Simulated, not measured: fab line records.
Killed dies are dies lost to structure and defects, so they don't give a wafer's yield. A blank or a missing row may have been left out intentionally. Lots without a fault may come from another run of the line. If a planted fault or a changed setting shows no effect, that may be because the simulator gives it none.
Lot-split experiment + flow n5_finfet + 7 lots, 21 wafers read, on a route of 1938 steps

== THE SPLIT ITSELF ==
At N5_BEOL_M3_EXPOSE_25 (exposes mask V2, defocus 5 nm), the setting dose_mj was moved away from the recipe's 63 on 7 of the 21 wafers read, by -6.8% to +3.8%. The other wafers ran this setting at the recipe's value.

== FROM THE SPLIT TO THE READING: what the file shows between them, 2 steps ==
- N5_BEOL_M3_PEB_26: peb time 60 s
- N5_BEOL_M3_DEVELOP_27: develop time 30 s

== THE READING ==
cd_nm, in nm, at N5_BEOL_M3_CD_MEAS_28 (target cd 25.7 nm, target cd y 23.3 nm). Fault-free wafers of this fab line usually give 25.68 nm, standard deviation 0.23 nm.

| wafer  | tool, chamber at the split | dose_mj as run | against the recipe | cd_nm, nm | against lot-mates on the recipe |
|--------|----------------------------|----------------|--------------------|-----------|---------------------------------|
| L077.3 | euv_scanner-02, 0          | 63             | recipe             | 25.46     | -                               |
| L077.5 | euv_scanner-02, 0          | 63             | recipe             | 25.52     | -                               |
| L077.6 | euv_scanner-02, 0          | 63             | recipe             | 25.43     | -                               |
| L078.1 | euv_scanner-01, 0          | 63             | recipe             | 25.88     | -                               |
| L078.2 | euv_scanner-01, 0          | 65.39          | +3.8%              | 26.22     | +0.34                           |
| L078.3 | euv_scanner-01, 0          | 65.39          | +3.8%              | 26.38     | +0.50                           |
| L083.4 | euv_scanner-02, 0          | 59.29          | -5.9%              | 24.72     | -1.24                           |
| L083.5 | euv_scanner-02, 0          | 63             | recipe             | 25.96     | -                               |
| L083.6 | euv_scanner-02, 0          | 59.29          | -5.9%              | 24.51     | -1.45                           |
| L086.1 | euv_scanner-01, 0          | 63             | recipe             | 25.94     | -                               |
| L086.4 | euv_scanner-01, 0          | 63             | recipe             | 25.48     | -                               |
| L086.5 | euv_scanner-01, 0          | 63             | recipe             | 25.69     | -                               |
| L087.1 | euv_scanner-02, 0          | 63             | recipe             | 25.47     | -                               |
| L087.4 | euv_scanner-02, 0          | 63             | recipe             | 25.65     | -                               |
| L087.6 | euv_scanner-02, 0          | 63             | recipe             | 25.46     | -                               |
| L088.2 | euv_scanner-01, 0          | 64.84          | +2.9%              | 25.86     | +0.22                           |
| L088.3 | euv_scanner-01, 0          | 64.84          | +2.9%              | 26.25     | +0.61                           |
| L088.5 | euv_scanner-01, 0          | 63             | recipe             | 25.64     | -                               |
| L092.2 | euv_scanner-02, 0          | 58.69          | -6.8%              | 24.26     | -1.20                           |
| L092.3 | euv_scanner-02, 0          | 63             | recipe             | 25.31     | -                               |
| L092.5 | euv_scanner-02, 0          | 63             | recipe             | 25.61     | -                               |

FIT RESULTS
A straight line over all 21 wafers: cd_nm changes by +0.177 nm for each +1% of dose_mj; r = +0.94; the points scatter about the line by 0.19 nm.
The same after taking each lot's own level away (the mean of its wafers on the recipe; 21 wafers): +0.181 nm for each +1%; r = +0.95; scatter 0.17 nm.
The reading moves by 1.2 nm for the largest change in dose_mj, on that fit.
Across the lots, their own levels run from 25.460 to 25.960 nm, a range of 2.2 times the standard deviation given above.
So the lot-to-lot level changes the slope little: the two slopes agree.
Check: for one of the wafers moved furthest among these (-6.8%), held out of the fit, the line's prediction against its lot-mates is -1.35 nm. It came out at -1.2 nm against them.

== FURTHER SPLITS ON THESE WAFERS ==
Other splits were also applied to these wafers ahead of the reading. Each is held against what the fit with the lots' levels taken away leaves over:
| other split on the same wafers     | wafers away from the commonest value | r with cd_nm (lot level and that fit taken away) |
|------------------------------------|--------------------------------------|--------------------------------------------------|
| N5_BEOL_M2_COAT_68 spin_rpm        | 6                                    | +0.08                                            |
| N5_BEOL_M2_ETCHBACK_99 time_s      | 9                                    | +0.04                                            |
| N5_BEOL_M2_TRENCH_ETCH_37 source_w | 8                                    | -0.18                                            |

== FILE'S OWN FIT ==
cd_nm changes by +0.181 nm for each +1% of dose_mj, r = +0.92.
